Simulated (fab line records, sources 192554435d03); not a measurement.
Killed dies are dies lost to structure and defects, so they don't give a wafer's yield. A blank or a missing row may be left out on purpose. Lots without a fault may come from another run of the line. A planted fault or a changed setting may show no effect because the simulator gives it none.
fab line records | flow n5_finfet
record lots=11 wafers=33 last_day=17
route steps=1938 shown BEOL_M15@1814 PASS1_DEP@1831
lots that met no fault: from a run of the same line without faults
start_h: hours from the record's first day to the start of the lot's first wafer shown | wait_h: hours since the lot's step before | " the same as in the row above | L1.1+2: a row that stands for several wafers | - no value, or no start given | * or withheld: withheld | < > ~ a bound
route shown NAME@n: a module of which the file shows steps, and the number in the route of the first | usual: mean/standard deviation of fault-free wafers | same: alike in all rows | chamber/n: place in a boat | sites: the reading at each site | _std_site: their standard deviation | _edge_site: outer sites' mean less inner sites' | radius_mm: how far each site lies from the wafer's centre | mask NAME#n: copy n | behind: the tool/chamber that last shaped the wafer | hold: why the lot was held/for how many hours/how that ended | device: the transistor (n, p or np) that didn't switch | end of line: the same wafers' tests at the end of the route | a step without rows: its recipe alone | killed: dies lost to structure and defects at the first sort, not the wafer's yield | map: a wafer's dies, x killed, . not, _ none there
set.NAME: the setting as run; set.NAME@STEP: as run at that earlier step | model.NAME: the simulator's own value behind a step, which no gauge read
steps of the route over a sample of lots; a table a step, a row a wafer
services: from which hour (start_h, from the record's first day; less than 0 if before it) a tool's chamber was out of use, for how many hours, and why
## steps
# step N5_BEOL_M15_ETCH_38
# recipe chemistry=CF4/N2 target=SiCN target_depth_a=1064 taper_deg=2 time_s=120.5 ion_energy_ev=150 mask_material=SiO2 pressure_mtorr=40 source_w=430 bias_w=70 Ar_flow_sccm=100 cf4_flow_sccm=60 n2_flow_sccm=60
# usual bias_w=70.05/0.22 chamber_pressure_mTorr=40.00/0.038 drypump_motor_current_A=5.49/0.26 oes_product_au=0.81/0.083 rf_vpp_V=381.9/1.6 showerhead_plenum_p_Torr=2.19/0.065 throttle_valve_pct=15.35/0.23
# columns lot.wafer tool chamber start_h wait_h bias_w chamber_pressure_mTorr drypump_motor_current_A oes_product_au rf_hours_counter_h rf_vpp_V showerhead_plenum_p_Torr throttle_valve_pct
L335.1 rie_diel-06 2 - - 70.00 40.00 5.41 0.74 200 383.6 2.28 15.34
L335.2 " 1 " " 70.14 40.02 5.28 0.68 235 381.8 2.17 15.64
L335.5 " 0 " " 69.75 39.97 5.78 0.68 - 381.3 2.19 15.77
L336.1 rie_diel-01 1 - - 69.94 39.96 5.47 0.94 25 383.5 2.25 14.95
L336.2 " 2 " " 70.17 39.95 5.78 1.01 0 383.5 2.27 15.50
L336.3 " 0 " " 70.05 39.99 5.42 0.75 178 381.5 2.11 15.54
L338.2 rie_diel-02 2 - - 70.08 40.03 5.85 0.79 103 382.9 2.22 15.03
L338.3 " 0 " " 70.05 39.95 5.11 0.96 5 384.1 2.25 15.08
L338.5 " 1 " " 69.65 39.99 5.67 0.82 - 380.3 2.13 15.42
L339.2 rie_diel-02 3 - - 69.87 39.98 5.34 0.74 185 379.3 2.10 15.53
L339.3 " 1 " " 69.78 40.07 5.69 0.81 90 380.9 2.13 15.41
L339.6 " 2 " " 69.60 40.02 5.86 0.80 - 382.7 2.22 15.03
L345.1 rie_diel-02 2 - - 69.98 40.05 5.79 0.80 116 380.9 2.21 15.06
L345.2 " 3 " " 69.88 39.94 5.35 0.74 195 380.2 2.10 15.54
L345.6 " 3 " " 69.92 39.92 5.35 0.73 - 380.0 2.10 15.55
L348.1 rie_diel-02 2 - - 70.44 40.06 5.84 0.79 123 381.3 2.21 15.08
L348.5 " 2 " " 70.32 39.97 5.84 0.78 - 380.9 2.21 15.09
L348.6 " 3 " " 69.89 39.98 5.33 0.73 - 379.8 2.10 15.55
L349.1 rie_diel-06 2 - - 70.13 40.07 5.40 0.69 235 384.9 2.26 15.39
L349.4 " 3 " " 69.96 40.04 5.88 0.80 - 386.0 2.31 15.17
L349.5 " 2 " " 70.16 39.97 5.40 0.69 - 384.9 2.26 15.42
L352.1 rie_diel-01 0 - - 69.79 39.95 5.43 0.71 209 379.2 2.10 15.59
L352.4 " 2 " " 70.24 40.00 5.69 0.89 32 384.0 2.26 15.57
L352.5 " 1 " " 69.76 40.01 5.46 0.88 - 383.4 2.24 15.01
L354.1 rie_diel-01 0 - - 70.28 40.04 5.43 0.72 214 380.6 2.09 15.60
L354.4 " 1 " " 70.05 40.03 5.47 0.88 56 382.4 2.24 15.00
L354.6 " 0 " " 70.33 40.07 5.41 0.72 - 379.8 2.09 15.60
L358.1 rie_diel-06 2 - - 70.15 39.95 5.45 0.68 247 384.0 2.26 15.43
L358.2 " 0 " " 70.12 40.05 5.76 0.88 33 381.2 2.18 15.36
L358.3 " 3 " " 70.34 39.98 5.89 0.79 132 383.7 2.31 15.19
L356.3 rie_diel-02 2 - - 70.29 40.08 5.84 0.77 142 381.0 2.20 15.11
L356.5 " 1 " " 69.78 40.05 5.65 0.78 - 380.2 2.12 15.49
L356.6 " 2 " " 70.27 39.97 5.86 0.77 - 382.2 2.20 15.11
# step N5_BEOL_M15_ANNEAL_48
# recipe temp_c=225 time_s=90 ambient=N2
# usual wafer_temp_C_max=225.93/0.26
# columns lot.wafer tool chamber start_h wait_h wafer_temp_C_max
L335.1 rtp_anneal-02 0 247.67 0.2 225.54
L335.2 " 0 " " 225.80
L335.5 " 0 " " 225.97
L336.1 rtp_anneal-02 0 261.91 0.3 226.14
L336.2 " 0 " " 226.16
L336.3 " 0 " " 226.14
L338.2 rtp_anneal-02 0 268.60 1.3 221.50
L338.3 " 0 " " 221.45
L338.5 " 0 " " 221.39
L339.2 rtp_anneal-02 0 278.82 0.3 221.28
L339.3 " 0 " " 221.10
L339.6 " 0 " " 221.33
L345.1 rtp_anneal-01 0 307.30 0.2 225.56
L345.2 " 0 " " 225.46
L345.6 " 0 " " 225.73
L348.1 rtp_anneal-02 0 334.64 0.2 225.93
L348.5 " 0 " " 225.59
L348.6 " 0 " " 225.86
L349.1 rtp_anneal-02 0 353.68 0.2 225.85
L349.4 " 0 " " 225.71
L349.5 " 0 " " 225.97
L352.1 rtp_anneal-01 0 365.08 0.2 225.60
L352.4 " 0 " " 226.04
L352.5 " 0 " " 225.64
L354.1 rtp_anneal-02 0 383.68 0.5 225.61
L354.4 " 0 " " 226.08
L354.6 " 0 " " 225.93
L358.1 rtp_anneal-02 0 390.45 0.2 226.06
L358.2 " 0 " " 226.24
L358.3 " 0 " " 226.22
L356.3 rtp_anneal-01 0 392.63 0.3 225.61
L356.5 " 0 " " 225.57
L356.6 " 0 " " 225.90
# step N5_BEOL_M15_CMP_49
# recipe stop_on=SiO2 t_overpolish_s=4.9 down_force_psi=2 platen_rpm=80 clearing_platen_down_force_psi=2 clearing_platen_rpm=80 post_cmp_clean=cu_alkaline target_thk_nm=850 clearing_platen_pad_velocity_m_s=1.5917 pad_velocity_m_s=1.5917
# usual barrier_field_endpoint_s=11.46/0.25 motor_current_A=8.2/0.75 overpolish_run_s=4.900/0.0093
# columns lot.wafer tool chamber start_h wait_h barrier_field_endpoint_s motor_current_A overpolish_run_s
L335.2 cmp-02 3 248.25 0.4 11.47 8.3 4.893
L335.1 " 1 " " 11.37 8.3 4.905
L335.5 " 3 " " 11.48 7.8 4.911
L336.1 cmp-02 1 262.21 0.3 11.41 8.2 4.901
L336.2 " 2 " " 11.15 9.3 4.904
L336.3 " 3 " " 11.14 7.7 4.904
L338.2 cmp-02 2 268.91 0.3 11.43 9.1 4.909
L338.3 " 3 " " 11.34 8.0 4.910
L338.5 " 2 " " 11.32 9.3 4.897
L339.2 cmp-01 1 279.16 0.3 11.76 6.7 4.885
L339.3 " 0 " " 11.80 7.9 4.907
L339.6 " 1 " " 11.68 7.0 4.892
L345.1 cmp-01 3 307.77 0.4 10.85 7.5 4.899
L345.2 " 0 " " 11.50 7.8 4.898
L345.6 " 2 " " 11.32 7.6 4.909
L348.1 cmp-01 3 334.98 0.3 11.86 8.0 4.911
L348.6 " 2 " " 11.69 7.5 4.883
L348.5 " 3 " " 11.59 8.0 4.908
L349.4 cmp-01 2 354.05 0.2 11.74 8.1 4.892
L349.1 " 3 " " 11.68 7.9 4.886
L349.5 " 1 " " 12.15 7.2 4.923
L352.4 cmp-03 3 365.75 0.5 11.04 8.0 4.892
L352.1 " 1 " " 11.54 8.1 4.894
L352.5 " 3 " " 11.02 7.4 4.909
L354.4 cmp-02 3 384.01 0.2 11.55 8.1 4.893
L354.1 " 1 " " 11.58 7.8 4.908
L354.6 " 3 " " 11.42 7.6 4.897
L358.3 cmp-01 3 390.75 0.2 11.14 7.7 4.894
L358.2 " 0 " " 11.66 7.5 4.904
L358.1 " 1 " " 11.53 7.1 4.911
L356.3 cmp-03 3 392.88 0.2 11.52 8.0 4.904
L356.6 " 2 " " 11.55 7.5 4.900
L356.5 " 3 " " 11.19 7.9 4.901
# step N5_PASSIVATION_PECVD_00
# recipe material=SiO2 target_thk_a=2000 temp_c=400 precursor=SiH4/N2O pressure_torr=2.7 rf_w=608 time_s=11.2
# usual heater_power_outer_w=358/92 heater_power_w=612/160 showerhead_plenum_p_Torr=8.13/0.16 throttle_valve_pct=50.2/1.9
# columns lot.wafer tool chamber start_h wait_h heater_power_outer_w heater_power_w showerhead_plenum_p_Torr throttle_valve_pct
L335.1 pecvd-01 1 249.69 0.8 525 861 8.14 53.7
L335.2 " 2 " " 242 444 8.23 50.3
L335.5 " 0 " " 374 692 8.15 52.1
L336.1 pecvd-04 2 263.66 0.8 322 528 7.83 49.8
L336.2 " 0 " " 258 427 8.24 49.1
L336.3 " 1 " " 365 677 8.20 50.3
L338.2 pecvd-03 1 270.31 0.7 566 912 8.08 53.9
L338.3 " 2 " " 460 740 8.13 45.4
L338.5 " 0 " " 362 632 8.33 50.3
L339.2 pecvd-04 1 280.64 0.7 412 738 8.19 50.1
L339.3 " 2 " " 332 548 7.85 50.1
L339.6 " 0 " " 277 436 8.21 49.3
L345.1 pecvd-04 1 309.17 0.8 453 804 8.22 50.3
L345.2 " 0 " " 288 456 8.26 49.3
L345.6 " 0 " " 208 356 8.21 49.4
L348.1 pecvd-04 2 336.42 0.8 291 511 7.84 50.2
L348.5 " 1 " " 403 717 8.19 50.1
L348.6 " 0 " " 291 448 8.24 49.3
L349.1 pecvd-04 1 355.41 0.8 469 809 8.19 50.2
L349.4 " 2 " " 285 476 7.83 50.2
L349.5 " 1 " " 470 812 8.19 50.1
L352.1 pecvd-03 0 367.16 0.8 277 522 8.33 50.9
L352.4 " 2 " " 465 762 8.15 45.8
L352.5 " 0 " " 297 538 8.30 50.9
L354.1 pecvd-03 2 385.44 0.8 423 735 8.13 45.6
L354.4 " 1 " " 523 849 8.06 53.7
L354.6 " 2 " " 445 740 8.15 45.8
L358.1 pecvd-01 2 392.56 0.8 261 451 8.20 51.3
L358.2 " 0 " " 344 671 8.14 52.0
L358.3 " 0 " " 351 677 8.15 51.9
L356.3 pecvd-03 0 394.28 0.5 365 651 8.31 51.0
L356.5 " 2 " " 429 706 8.15 45.7
L356.6 " 1 " " 554 896 8.08 53.6
## services
# columns tool chamber start_h hours kind
cmp-01 - 225.54 12.0 repair
cmp-02 - 227.99 4.0 repair
rie_diel-02 0 233.89 - clean
rie_diel-02 0 233.89 - consumable_replace:focus_ring
rie_diel-02 0 233.89 14.9 scheduled_down
rie_diel-01 2 235.33 5.0 repair
rie_diel-02 1 243.32 8.0 repair
pecvd-01 - 245.54 0.4 repair
cmp-02 - 248.48 4.0 pm
cmp-03 - 255.72 0.7 repair
cmp-02 - 259.60 0.7 repair
cmp-03 - 284.42 4.0 pm
cmp-03 - 289.44 0.2 repair
cmp-01 - 295.21 4.1 pm
pecvd-03 - 307.04 2.8 pm
rie_diel-01 1 313.05 21.1 repair
rtp_anneal-02 - 313.88 7.3 pm
cmp-03 - 324.48 4.0 pm
cmp-01 - 324.88 0.4 repair
rie_diel-06 3 342.18 7.7 repair
rie_diel-06 0 344.37 5.4 repair
cmp-03 - 358.34 1.8 repair
cmp-01 - 361.87 4.0 pm
cmp-02 - 364.66 1.8 repair
## key
first_sign step=N5_BEOL_M15_ANNEAL_48 reading=wafer_temp_C_max direction=down sigmas=17 usual=* struck=*
effect none on later readings
met_at N5_BEOL_M15_ANNEAL_48
struck_lots L338,L339
not_acting_at N5_BEOL_M15_ETCH_38,N5_BEOL_M15_CMP_49,N5_PASSIVATION_PECVD_00
onset_between 261.91 268.60
fault kind=process_parameter_drift tool=rtp_anneal-02 chamber=- onset_h=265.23 steps=N5_BEOL_M15_ANNEAL_48 channel=temp_c offset=* shape=step end_h=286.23 acts_in=* stated=*
